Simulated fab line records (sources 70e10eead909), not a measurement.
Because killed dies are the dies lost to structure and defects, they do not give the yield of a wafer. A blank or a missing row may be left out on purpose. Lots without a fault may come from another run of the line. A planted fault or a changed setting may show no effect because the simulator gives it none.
Commonality check across tools | flow nandHarc | Sample size 11 lots and 33 wafers

WHY THIS WAS OPENED
At NHARC_A_M0_INSPECT_27 the reading rawDefectCount is flagged on 2 of 11 lots. Fault-free wafers read 469, with a standard deviation of 120.
Rule: a lot is flagged when every wafer of it that has a number lies more than 4 standard deviations from that mean, or none has a number. All remaining lots are regarded as sound.

lot  | measured     | on               | rawDefectCount, wafer by wafer | flag
L450 | day 17 18:58 | defectInspect-01 | 280 392 339                    | 
L454 | day 18 01:11 | defectInspect-01 | 433 358 545                    | 
L455 | day 18 08:46 | defectInspect-01 | 436 614 448                    | 
L452 | day 18 16:49 | defectInspect-01 | 390 360 349                    | 
L456 | day 18 17:20 | defectInspect-01 | 497 409 467                    | 
L460 | day 19 23:18 | defectInspect-01 | 374 479 461                    | 
L459 | day 20 04:41 | defectInspect-02 | 411 659 526                    | 
L461 | day 20 20:22 | defectInspect-01 | 315 559 550                    | 
L466 | day 21 13:11 | defectInspect-01 | 1866 1835 1758                 | FLAGGED
L463 | day 21 14:13 | defectInspect-02 | 1819 1805 2024                 | FLAGGED
L469 | day 22 04:53 | defectInspect-02 | 395 477 350                    | 
Average over the flagged lots: 1851; offset from the usual +1382, equal to +12 standard deviations.

EACH LOT AND THE TOOL IT RAN ON
The record holds 4 process steps before the reading, out of a route of 1159 steps. Read each cell as the tool, then ch plus the chambers that the sampled wafers visited, then the start.
lot  | flag    | NHARC_A_M0_ETCH_15                           | NHARC_A_M0_DEGAS_28         | NHARC_A_M0_PVD_20                      | NHARC_A_M0_CMP_23
L450 |         | rieDiel-06 ch 0,2, day 17 17:22 or earlier   | pvdSputter-01, day 17 17:22 | pvdSputter-01, day 17 18:29 or earlier | cmp-02 ch 2,3, day 17 18:29
L454 |         | rieDiel-06 ch 0,1,2, day 17 23:34 or earlier | pvdSputter-02, day 17 23:34 | pvdSputter-02, day 18 00:41 or earlier | cmp-04 ch 2,3, day 18 00:41
L455 |         | rieDiel-09 ch 1,2, day 18 07:13 or earlier   | pvdSputter-01, day 18 07:13 | pvdSputter-01, day 18 08:17 or earlier | cmp-01 ch 2,3, day 18 08:17
L452 |         | rieDiel-05 ch 0,3, day 18 15:16 or earlier   | pvdSputter-01, day 18 15:16 | pvdSputter-01, day 18 16:22 or earlier | cmp-02 ch 0,1,2, day 18 16:22
L456 |         | rieDiel-09 ch 0,1,3, day 18 15:48 or earlier | pvdSputter-02, day 18 15:48 | pvdSputter-02, day 18 16:52 or earlier | cmp-04 ch 0,2, day 18 16:52
L460 |         | rieDiel-06 ch 1,2,3, day 19 21:19 or earlier | pvdSputter-02, day 19 21:19 | pvdSputter-02, day 19 22:51 or earlier | cmp-04 ch 1,2,3, day 19 22:51
L459 |         | rieDiel-06 ch 0,1,3, day 20 03:08 or earlier | pvdSputter-01, day 20 03:08 | pvdSputter-01, day 20 04:15 or earlier | cmp-02 ch 0,2,3, day 20 04:15
L461 |         | rieDiel-05 ch 0,1, day 20 18:47 or earlier   | pvdSputter-01, day 20 18:47 | pvdSputter-01, day 20 19:58 or earlier | cmp-02 ch 0,1,3, day 20 19:58
L466 | FLAGGED | rieDiel-05 ch 0,1, day 21 11:38 or earlier   | pvdSputter-01, day 21 11:38 | pvdSputter-01, day 21 12:43 or earlier | cmp-02 ch 0,1, day 21 12:43
L463 | FLAGGED | rieDiel-09 ch 1,2,3, day 21 12:31 or earlier | pvdSputter-01, day 21 12:31 | pvdSputter-01, day 21 13:44 or earlier | cmp-02 ch 1,2,3, day 21 13:44
L469 |         | rieDiel-06 ch 1,2,3, day 22 03:19 or earlier | pvdSputter-03, day 22 03:19 | pvdSputter-03, day 22 04:23 or earlier | cmp-04 ch 0,1,3, day 22 04:23
What the steps here do:
- NHARC_A_M0_ETCH_15: etches the open film in C4F8/Ar, target depth 150 nm, overetch 15 nm, time 82.5 s.
- NHARC_A_M0_DEGAS_28: time 60 s.
- NHARC_A_M0_PVD_20: deposits TaN, target thk 5 nm, time 8.06 s.
- NHARC_A_M0_CMP_23: polishes, t overpolish 20 s, target thk 113.75 nm.
- NHARC_A_M0_INSPECT_27

FLAGGED AGAINST TOTAL, ONE TOOL AT A TIME (gauges that did the reading follow at the end)
step                  | tool             | lots run | flagged | share of the flagged lots | sound lots run after its first flagged lot
NHARC_A_M0_ETCH_15    | rieDiel-05       | 3        | 1       | some                      | 0
NHARC_A_M0_ETCH_15    | rieDiel-06       | 5        | 0       | none                      | -
NHARC_A_M0_ETCH_15    | rieDiel-09       | 3        | 1       | some                      | 0
NHARC_A_M0_DEGAS_28   | pvdSputter-01    | 7        | 2       | all                       | 0
NHARC_A_M0_DEGAS_28   | pvdSputter-02    | 3        | 0       | none                      | -
NHARC_A_M0_DEGAS_28   | pvdSputter-03    | 1        | 0       | none                      | -
NHARC_A_M0_PVD_20     | pvdSputter-01    | 7        | 2       | all                       | 0
NHARC_A_M0_PVD_20     | pvdSputter-02    | 3        | 0       | none                      | -
NHARC_A_M0_PVD_20     | pvdSputter-03    | 1        | 0       | none                      | -
NHARC_A_M0_CMP_23     | cmp-01           | 1        | 0       | none                      | -
NHARC_A_M0_CMP_23     | cmp-02           | 6        | 2       | all                       | 0
NHARC_A_M0_CMP_23     | cmp-04           | 4        | 0       | none                      | -
NHARC_A_M0_INSPECT_27 | defectInspect-01 | 8        | 1       | some                      | 0
NHARC_A_M0_INSPECT_27 | defectInspect-02 | 3        | 1       | some                      | 1 (L469)
With no start given for some of its lots, NHARC_A_M0_ETCH_15 uses the hours and lot order of NHARC_A_M0_DEGAS_28. With no start given for some of its lots, NHARC_A_M0_PVD_20 uses the hours and lot order of NHARC_A_M0_CMP_23.

WHAT THE TABLE ALLOWS
All flagged lots were run by 3 table rows, namely pvdSputter-01 at NHARC_A_M0_DEGAS_28, pvdSputter-01 at NHARC_A_M0_PVD_20, cmp-02 at NHARC_A_M0_CMP_23.
- pvdSputter-01 at NHARC_A_M0_DEGAS_28: 2 of its 7 lots flagged. It ran its last sound lot, L461, at day 20 18:47 and its first flagged lot, L466, at day 21 11:38: a fault with its onset between the two fits.
- pvdSputter-01 at NHARC_A_M0_PVD_20: 2 of its 7 lots flagged. It ran its last sound lot, L461, at day 20 19:58 and its first flagged lot, L466, at day 21 12:43: a fault with its onset between the two fits.
- cmp-02 at NHARC_A_M0_CMP_23: 2 of its 6 lots flagged. It ran its last sound lot, L461, at day 20 19:58 and its first flagged lot, L466, at day 21 12:43: a fault with its onset between the two fits.
These 2 tools cannot be told apart by counting lots, since each of them fits a fault that started at some hour. More lots, or a look at what each step does to the wafer, might.

WHAT THE SIMULATOR HAD INSERTED
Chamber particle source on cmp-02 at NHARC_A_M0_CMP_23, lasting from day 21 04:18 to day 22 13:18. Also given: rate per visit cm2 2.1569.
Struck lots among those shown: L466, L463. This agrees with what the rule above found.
